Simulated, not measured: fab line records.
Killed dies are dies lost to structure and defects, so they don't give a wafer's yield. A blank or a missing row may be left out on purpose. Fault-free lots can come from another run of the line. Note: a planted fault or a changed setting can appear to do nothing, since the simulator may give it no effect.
A lot that was struck, set against a sound lot ; flow nand_harc ; 16 out of 1159 route steps
Sound: these wafers, L632.3, L632.4, L632.5. Wafers struck: L649.2, L649.3, L649.4. The cause is given at the end.
For every step that has rows: the tool of each side, followed by ch and its chambers, followed by its first start. Under that, the readings that differ: sound wafers ; struck wafers ; difference of the means ; sigmas: that difference in standard deviations of wafers without a fault.
alike: same words and numbers on both sides, and readings whose means sit less than 2 such deviations apart. not compared: any withheld reading, any reading some wafer has no value for, any bound like >300 that may hide the same value, and any number with overlapping values for which the record gives no deviation.
Wherever a step has rows on one side only, a row that says differs or no value, or a row with sigmas, the two part there. When numbers do not overlap yet have no deviation, they are printed without sigmas and do not part them. A reading that every wafer of one side lacks parts them only if that side has two wafers or more.

NHARC_A_WL_FILL_INSPECT_15:
  sound on defect_inspect-01 at day 16 14:14; struck on defect_inspect-02 at day 20 14:49
reading;sound;struck;difference;sigmas
raw_defect_count;256 268 205;527 295 524;+206;+2
NHARC_A_CONTACT_DEP_24: deposits SiO2, target thk 500 nm.
  sound on pecvd-04 ch 0,1,2, day 16 14:26; struck on pecvd-04 ch 0,1,2, day 20 14:53
  alike: heater_power_w, throttle_valve_pct
NHARC_A_CONTACT_DEP_28: deposits aC, target thk 3600 nm.
  sound on acl_dep-01 ch 0, day 16 17:31; struck on acl_dep-01 ch 0, day 20 16:57
  alike: throttle_valve_pct
NHARC_A_CONTACT_DEP_29: deposits SiON, target thk 70 nm.
  sound on pecvd-02 ch 0,2, day 16 19:04; struck on pecvd-01 ch 0,2, day 20 18:58
  alike: heater_power_w
then, 7 steps without rows for these wafers: NHARC_A_CONTACT_DEHYDRATE_32 (time 120 s); NHARC_A_CONTACT_HMDS_33 (time 30 s); NHARC_A_CONTACT_COAT_34 (time 75 s); NHARC_A_CONTACT_COAT_35 (time 65 s); NHARC_A_CONTACT_COAT_36 (resist thk 90 nm); NHARC_A_CONTACT_SOFTBAKE_37 (time 55 s); NHARC_A_CONTACT_EBR_38.
NHARC_A_CONTACT_EXPOSE_39: exposes mask A CC 3.
  sound on arfi_scanner-01 ch 0, day 16 19:36; struck on arfi_scanner-02 ch 0, day 20 19:33
reading;sound;struck;difference;sigmas
exposure_dose_mJ_cm2;58.93 58.88 58.96;40.52 40.57 40.55;-18.38;-99 or more
  alike: mask
then, 2 steps without rows for these wafers: NHARC_A_CONTACT_PEB_40 (peb time 65 s); NHARC_A_CONTACT_DEVELOP_41 (develop time 35 s).
NHARC_A_CONTACT_CD_MEAS_42: the cd target is 200 nm.
  sound on cd_sem-03 ch 0, day 16 19:44; struck on cd_sem-01 ch 0, day 20 19:41
reading;sound;struck;difference;sigmas
cd_nm (nm);200.3 200.5 200.1;185.7 185.7 185.7;-14.6;-37
NHARC_A_CONTACT_OVL_MEAS_43:
  sound on overlay-01 at day 16 19:49; struck on overlay-01 at day 20 19:47
  alike: overlay_x_nm, overlay_y_nm

== WHERE THEY PART ==
Earliest at NHARC_A_WL_FILL_INSPECT_15; latest, in this record, at NHARC_A_CONTACT_CD_MEAS_42. Later steps at which nothing parts them and some readings are alike: NHARC_A_CONTACT_OVL_MEAS_43.

WHY: what the simulator had put in
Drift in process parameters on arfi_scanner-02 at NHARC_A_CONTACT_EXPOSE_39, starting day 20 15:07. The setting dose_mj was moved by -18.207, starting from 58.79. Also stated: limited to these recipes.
